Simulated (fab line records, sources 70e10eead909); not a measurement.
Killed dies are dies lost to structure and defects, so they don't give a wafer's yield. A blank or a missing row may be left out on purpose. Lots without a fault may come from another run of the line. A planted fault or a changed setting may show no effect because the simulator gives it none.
Tool commonality check | flow nand_harc | 1 lot, 3 wafers sampled

WHY IT WAS OPENED
At NHARC_END_SORT_01 the reading killed_at_periphery is flagged on 1 of 1 lot. Wafers without a fault read 4.0, standard deviation 2.6.
Rule: a lot is flagged when every wafer of it that has a number lies more than 4 standard deviations from that mean, or none has a number. The other lots count as sound.

lot  | measured     | on        | killed_at_periphery, wafer by wafer | flag
L565 | day 25 13:27 | prober-01 | 614 627 623                         | FLAGGED
The numbers of the flagged lots are 621.3 on average: +617.3 against the usual, or +99 or more standard deviations.

WHICH TOOL RAN EACH LOT
The record holds 2 process steps before the reading, out of a route of 1302 steps. In each cell: the tool, then ch and the chambers that the sampled wafers went through, then the start.
lot  | flag    | NHARC_P_GATE_ALD_36            | NHARC_P_GATE_EXPOSE_56
L565 | FLAGGED | ald_sin-03 ch 1,3, day 5 17:55 | krf_scanner-04 ch 0, day 6 05:52
What these steps do:
- NHARC_P_GATE_ALD_36: deposits SiNx, target thk 20 nm, pulse time 60 s, ald cycles 223.
- NHARC_P_GATE_EXPOSE_56: exposes mask P PSD, target cd 720 nm.
- NHARC_END_SORT_01

FLAGGED OVER TOTAL, TOOL BY TOOL (the gauges that took the reading come last)
step                   | tool           | lots run | flagged | share of the flagged lots | sound lots run after its first flagged lot
NHARC_P_GATE_ALD_36    | ald_sin-03     | 1        | 1       | all                       | 0
NHARC_P_GATE_EXPOSE_56 | krf_scanner-04 | 1        | 1       | all                       | 0
NHARC_END_SORT_01      | prober-01      | 1        | 1       | all                       | 0

WHAT THE TABLE ALLOWS
3 rows of the table ran every flagged lot: ald_sin-03 at NHARC_P_GATE_ALD_36, krf_scanner-04 at NHARC_P_GATE_EXPOSE_56, prober-01 at NHARC_END_SORT_01.
- ald_sin-03 at NHARC_P_GATE_ALD_36: 1 of its 1 lot flagged. It ran no sound lot before its first flagged lot in this sample, so the start can't be narrowed down.
- krf_scanner-04 at NHARC_P_GATE_EXPOSE_56: 1 of its 1 lot flagged. It ran no sound lot before its first flagged lot in this sample, so the start can't be narrowed down.
- prober-01 at NHARC_END_SORT_01: 1 of its 1 lot flagged. It ran no sound lot before its first flagged lot in this sample, so the start can't be narrowed down.
Counting lots can't tell these 3 tools apart, because each fits a fault that began at some hour. More lots, or a look at what each step does to the wafer, might.

WHAT THE SIMULATOR HAD PUT IN
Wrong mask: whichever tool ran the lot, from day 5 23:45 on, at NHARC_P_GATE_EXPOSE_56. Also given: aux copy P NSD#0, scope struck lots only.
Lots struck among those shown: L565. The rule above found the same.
